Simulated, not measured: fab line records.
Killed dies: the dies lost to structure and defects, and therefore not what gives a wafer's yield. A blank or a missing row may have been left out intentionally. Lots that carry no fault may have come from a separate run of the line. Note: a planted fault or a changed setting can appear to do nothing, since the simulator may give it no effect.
Chamber matching -- flow n5-finfet -- N5_DUMMY_GATE_CMP_04 on cmp-02 has 4 sister chambers
The step polishes a-Si. 14 wafers are shown with their chamber, then 7 later ones without.

WAFERS, EACH WITH ITS CHAMBER
wafer,chamber,motor-current-A (A),time-to-endpoint-s (s)
L075.1,0,11.0,16.4
L075.2,2,9.3,16.2
L075.3,1,9.7,14.4
L075.4,3,10.4,15.9
L075.5,2,8.9,16.0
L075.6,3,10.2,15.1
L076.2,3,11.1,12.6
L076.4,0,11.0,14.7
L076.6,0,10.6,12.9
L080.1,2,9.5,18.6
L080.2,1,10.3,17.2
L080.5,2,9.1,16.9
L082.1,3,10.7,14.6
L082.3,1,10.2,11.5

SIGNATURES, as means of the wafers listed above
reading,chamber 0,chamber 1,chamber 2,chamber 3,scatter within a chamber
motor-current-A,10.867,10.067,9.200,10.600,0.312
time-to-endpoint-s,14.667,14.367,16.925,14.550,1.8
Rule: a wafer's distance from a chamber is the root of the sum, over the readings, of the square of ((its reading less the chamber's mean) divided by the reading's scatter). The wafer belongs to the nearest chamber; if the next one is less than 2 further off, it can't be placed. The scatter: take each reading less its chamber's mean, square it, sum over the shown wafers, divide by the number of wafers less the number of chambers, and take the root.

WAFERS MISSING THEIR CHAMBER
wafer,motor-current-A (A),time-to-endpoint-s (s)
L082.6,9.7,16.6
L084.2,10.0,10.9
L084.3,11.0,12.7
L084.6,10.4,13.1
L092.3,10.9,15.7
L092.5,9.0,16.4
L092.6,10.0,15.0

WHICH CHAMBER EACH ONE RAN IN
wafer,from the rows above,in truth
L082.6,can't be placed: 2 or 1 or 3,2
L084.2,can't be placed: 1 or 3 or 0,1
L084.3,can't be placed: 0 or 3 or 1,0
L084.6,can't be placed: 3 or 1 or 0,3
L092.3,can't be placed: 0 or 3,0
L092.5,2,2
L092.6,can't be placed: 1 or 3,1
1 of 7 placed correctly. These rows do not allow placing 6 (true chamber among the candidates in 6). Number placed wrongly: 0.
